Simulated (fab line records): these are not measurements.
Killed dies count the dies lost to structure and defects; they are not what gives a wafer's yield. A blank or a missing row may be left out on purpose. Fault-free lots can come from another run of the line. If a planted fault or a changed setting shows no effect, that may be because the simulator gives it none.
The tool behind it: which one? -- flow n5Finfet -- Sampling: 11 lots, 33 wafers, 6 of 1938 route steps

## WHAT THE GAUGES READ, wafer by wafer
N5_BEOL_M12_RS_MEAS_54: uses a four-point probe to measure.
lot,measured,on,M12_RS (ohm/sq)
L917,day 10 20:01,filmMetro-02,0.0599 0.0592 0.0603
L919,day 11 15:51,filmMetro-01,0.0599 0.0601 0.0592
L920,day 11 16:10,filmMetro-01,0.0600 0.0598 0.0588
L918,day 12 01:32,filmMetro-02,0.0615 0.0609 0.0609
L923,day 13 06:04,filmMetro-02,0.0599 0.0621 0.0599
L925,day 13 11:35,filmMetro-02,0.0611 0.0594 0.0593
L922,day 13 12:26,filmMetro-01,0.0608 0.0614 0.0593
L933,day 15 05:53,filmMetro-01,0.0608 0.0597 0.0597
L936,day 16 12:29,filmMetro-02,0.0592 0.0604 0.0595
L938,day 17 03:28,filmMetro-01,0.0584 0.0620 0.0604
L939,day 17 09:26,filmMetro-02,0.0601 0.0626 0.0585

N5_BEOL_M12_INSPECT_55: inspects for defects (darkfield).
lot,measured,on,rawDefectCount
L917,day 10 20:02,defectInspect-01,57 133 68
L919,day 11 15:53,defectInspect-01,41 48 34
L920,day 11 16:12,defectInspect-01,56 75 108
L918,day 12 01:34,defectInspect-01,56 28 85
L923,day 13 06:05,defectInspect-01,874 902 890
L925,day 13 11:37,defectInspect-02,842 865 843
L922,day 13 12:28,defectInspect-01,862 867 907
L933,day 15 05:55,defectInspect-01,102 76 57
L936,day 16 12:31,defectInspect-02,29 55 40
L938,day 17 03:29,defectInspect-01,50 60 63
L939,day 17 09:28,defectInspect-01,61 122 88

N5_BEOL_M13_THK_MEAS_01.
lot,measured,on,M13_ILD_THK (nm)
L917,day 10 20:13,filmMetro-02,836 819 841
L919,day 11 16:07,filmMetro-01,853 856 853
L920,day 11 16:23,filmMetro-02,836 838 844
L918,day 12 01:46,filmMetro-01,827 838 848
L923,day 13 06:17,filmMetro-01,822 828 836
L925,day 13 11:47,filmMetro-02,835 846 848
L922,day 13 12:39,filmMetro-02,807 818 823
L933,day 15 06:06,filmMetro-02,811 827 839
L936,day 16 12:42,filmMetro-01,833 838 835
L938,day 17 03:41,filmMetro-01,822 832 840
L939,day 17 09:40,filmMetro-01,821 811 841

N5_BEOL_M13_INSPECT_12: inspects for defects (macro).
lot,measured,on,rawDefectCount
L917,day 10 20:42,defectInspect-02,2 1 3
L919,day 11 16:36,defectInspect-01,2 1 3
L920,day 11 16:52,defectInspect-02,2 4 1
L918,day 12 02:14,defectInspect-02,3 4 3
L923,day 13 06:38,defectInspect-02,>300 >300 >300
L925,day 13 12:09,defectInspect-01,>300 >300 >300
L922,day 13 13:08,defectInspect-01,>300 >300 >300
L933,day 15 06:35,defectInspect-01,1 3 0
L936,day 16 13:11,defectInspect-02,2 3 2
L938,day 17 04:02,defectInspect-02,4 2 1
L939,day 17 10:08,defectInspect-01,1 4 1

## WHICH TOOL RAN EACH LOT (tool, then ch and the chambers of the sampled wafers, then the start)
lot,N5_BEOL_M12_PRE_CLEAN_52,N5_BEOL_M13_ILD_DEP_00
L917,"pecvd-01 ch 0,1,2, day 10 19:55","pecvd-04 ch 0,2, day 10 20:04"
L919,"pecvd-01 ch 0,1,2, day 11 15:46","pecvd-04 ch 0,2, day 11 15:55"
L920,"pecvd-02 ch 0,1, day 11 16:05","pecvd-03 ch 0,1, day 11 16:14"
L918,"pecvd-01 ch 0,1,2, day 12 01:27","pecvd-04 ch 0,1,2, day 12 01:36"
L923,"pecvd-01 ch 0,1, day 13 05:59","pecvd-03 ch 1,2, day 13 06:08"
L925,"pecvd-01 ch 0,1, day 13 11:29","pecvd-03 ch 0,2, day 13 11:38"
L922,"pecvd-01 ch 0,1,2, day 13 12:21","pecvd-04 ch 0,1,2, day 13 12:30"
L933,"pecvd-02 ch 1,2, day 15 05:48","pecvd-03 ch 0,1,2, day 15 05:57"
L936,"pecvd-01 ch 0,1,2, day 16 12:24","pecvd-03 ch 0,2, day 16 12:33"
L938,"pecvd-01 ch 0,1,2, day 17 03:23","pecvd-04 ch 0,1,2, day 17 03:32"
L939,"pecvd-01 ch 0,2, day 17 09:21","pecvd-01 ch 0,1,2, day 17 09:30"
- N5_BEOL_M12_PRE_CLEAN_52: time 15 s.
- N5_BEOL_M13_ILD_DEP_00: deposits SiOC from DEMS/O2, target thk 837.92 nm, time 166.4 s.

## WHAT THE TOOLS THEMSELVES READ (means of the sampled wafers that have a number; where no wafer has one, the mark that the record gives instead)
N5_BEOL_M13_ILD_DEP_00.
lot,tool,heaterPowerW (W),showerheadPlenumPTorr (Torr),throttleValvePct (%)
L917,pecvd-04,357,5.669,11.0
L919,pecvd-04,354,5.691,11.3
L920,pecvd-03,446,5.695,12.0
L918,pecvd-04,437,5.682,11.8
L923,pecvd-03,393,5.708,11.4
L925,pecvd-03,449,5.693,11.6
L922,pecvd-04,457,5.678,11.7
L933,pecvd-03,445,5.698,11.8
L936,pecvd-03,461,5.702,11.6
L938,pecvd-04,417,5.678,11.9
L939,pecvd-01,485,5.692,12.3

## THE ANSWER, worked out from the rows above alone
Rule: what is usual is taken from the lots themselves. Put in order of their means at a reading, lots are off if they are a third of the lots or fewer, leave a main group of 4 or more, and stand apart from it by a gap of 3 or more times the standard deviation of the main group's means; of several such gaps the widest counts. The tables above print the reading to a certain number of digits; a main group whose means all agree to those digits is not used. A lot without any number at a reading at which 4 lots or more have one is off too. Any other lot the step has rows for is counted as sound. Order of review: gauges by route order, followed by the tools' own readings, for which a lot's mean as printed above is used. The first step at which some lot is off is used, and at that step the reading that is off furthest; a lot without a number counts as furthest.
Off at N5_BEOL_M12_INSPECT_55 (rawDefectCount): L923, L925, L922. The main group: mean 66, standard deviation 18.
A tool fits if, at a process step before that reading, it ran every lot that is off, and no sound lot after the first of them. The gauges at N5_BEOL_M12_INSPECT_55 are tried like those tools. Not one of the candidates tried fits.

## WHAT WAS PUT IN BY THE SIMULATOR
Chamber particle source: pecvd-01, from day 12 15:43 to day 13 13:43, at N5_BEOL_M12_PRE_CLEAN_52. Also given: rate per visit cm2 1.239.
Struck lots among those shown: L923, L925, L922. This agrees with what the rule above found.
